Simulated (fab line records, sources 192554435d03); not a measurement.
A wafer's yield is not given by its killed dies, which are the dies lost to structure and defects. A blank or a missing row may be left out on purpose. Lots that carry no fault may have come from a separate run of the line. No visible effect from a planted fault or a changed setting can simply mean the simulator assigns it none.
A lot that was struck, set against a sound lot ; flow n5 finfet ; 22 out of 1938 route steps
Sound: wafers L950.1, L950.2, L950.4. The struck wafers were L958.1, L958.2, L958.6. At the end, the cause is stated.
For every step that has rows: the tool of each side, followed by ch and its chambers, followed by its first start. Under that, the readings that differ: sound wafers ; struck wafers ; difference of the means ; sigmas: that difference in standard deviations of wafers without a fault.
alike: same words and numbers on both sides, and readings whose means sit less than 2 such deviations apart. not compared: any withheld reading, any reading some wafer has no value for, any bound like >300 that may hide the same value, and any number with overlapping values for which the record gives no deviation.
Wherever a step has rows on one side only, a row that says differs or no value, or a row with sigmas, the two part there. Non-overlapping numbers with no deviation appear without sigmas and do not part them. A reading missing from all wafers of one side parts the sides only when that side holds two or more wafers.

N5_BEOL_M1_ANNEAL_87: time 240 s.
  sound: pvd sputter-02 at day 9 15:01; struck: pvd sputter-01 at day 11 08:23
  alike: heater power w
N5_BEOL_M1_SPUTTER_88: material Cu, target thk 4.5 nm, time 8.29 s.
  sound: pvd sputter-02 at day 9 15:09; struck: pvd sputter-01 at day 11 08:31
  alike: chamber pressure pa, throttle valve pct
N5_BEOL_M1_ANNEAL_89: time 240 s.
  sound: pvd sputter-02 at day 9 15:14; struck: pvd sputter-01 at day 11 08:36
  alike: heater power w
then, 3 steps without rows for these wafers: N5_BEOL_M1_SPUTTER_90 (material Cu, target thk 4.5 nm, time 8.29 s); N5_BEOL_M1_ANNEAL_91 (time 240 s); N5_BEOL_M1_SPUTTER_92 (material Cu, target thk 4.5 nm, time 8.29 s).
N5_BEOL_M1_ANNEAL_93: time 240 s.
  sound: pvd sputter-02 at day 9 15:40; struck: pvd sputter-01 at day 11 09:02
  alike: heater power w
then, 2 steps without rows for these wafers: N5_BEOL_M1_SPUTTER_94 (material Cu, target thk 4.5 nm, time 8.29 s); N5_BEOL_M1_ANNEAL_95 (time 240 s).
N5_BEOL_M1_SPUTTER_96: material Cu, target thk 4.5 nm, time 8.29 s.
  sound: pvd sputter-02 at day 9 16:02; struck: pvd sputter-01 at day 11 09:24
  alike: chamber pressure pa, throttle valve pct
then, 2 steps without rows for these wafers: N5_BEOL_M1_ECD_50 (material Cu, target thk 300 nm); N5_BEOL_M1_ANNEAL_51 (time 90 s).
N5_BEOL_M1_CMP_52: polishes, stops on SiOC, t overpolish 6.8 s, target thk 40 nm.
  sound on cmp-04 ch 1,2,3, day 9 16:32; struck on cmp-04 ch 0,2,3, day 11 09:56
  no value came back on the struck wafers for any of 8 readings (barrier field endpoint s (s), clearing platen down force psi (psi) and others); on the sound wafers barrier field endpoint s (s) reads 26.6 25.4 25.0
reading;sound;struck;difference;sigmas
model.Cu_of_BEOL_M1_ECD_50.thk nm (nm);39.4 37.4 38.6;303.4 299.2 303.6;+263.6;
model.SiO2_of_BEOL_M1_PECVD_72.thk nm (nm);0 0 0;16.6 16 16.4;+16.3;
N5_BEOL_M1_THK_MEAS_53: measures by xrf.
  sound: film metro-01 at day 9 16:49; struck: film metro-02 at day 11 10:11
reading;sound;struck;difference;sigmas
M1_THK (nm);39.4 37.6 38.7;304.1 299.8 304.1;+264.1;+99 or more
then, 4 steps without rows for these wafers: N5_BEOL_M1_PRE_CLEAN_60 (time 15 s); N5_BEOL_M1_CO_CAP_55 (material Co, precursor CCTBA/H2, target thk 2 nm, time 102.1 s); N5_BEOL_M1_PRE_CLEAN_56 (time 15 s); N5_BEOL_M1_DEP_57 (deposits SiCN from 3MS/NH3, target thk 8 nm, time 14 s).
N5_BEOL_M1_RS_MEAS_58: uses a four-point probe to measure.
  sound: film metro-01 at day 9 17:07; struck: film metro-01 at day 11 10:27
reading;sound;struck;difference;sigmas
M1_RS (ohm/sq);0.68 0.73 0.70;0.06 0.06 0.06;-0.64;-14
N5_BEOL_M1_INSPECT_59: inspects for defects (darkfield).
  sound: defect inspect-01 at day 9 17:08; struck: defect inspect-02 at day 11 10:29
reading;sound;struck;difference;sigmas
raw defect count;65 34 62;1651 1697 1743;+1643;+75
N5_BEOL_M4_RC_MEAS_101:
  the record has rows for the sound wafers here (prober-02 ch 0, day 11 11:13) and none for the struck ones
-- a jump in the record: the struck wafers' starts before and after are 6 days apart (it breaks off in module BEOL_M4 and resumes in module PASSIVATION, where the first step shown is number 1936 of the route) --
N5_PASSIVATION_PROBE_49:
  record: rows for the struck wafers here (prober-02, day 17 12:26), none for the sound ones

WHERE THEY PART
First at N5_BEOL_M1_CMP_52; last, within this record, at N5_PASSIVATION_PROBE_49.

WHY: the cause the simulator had injected
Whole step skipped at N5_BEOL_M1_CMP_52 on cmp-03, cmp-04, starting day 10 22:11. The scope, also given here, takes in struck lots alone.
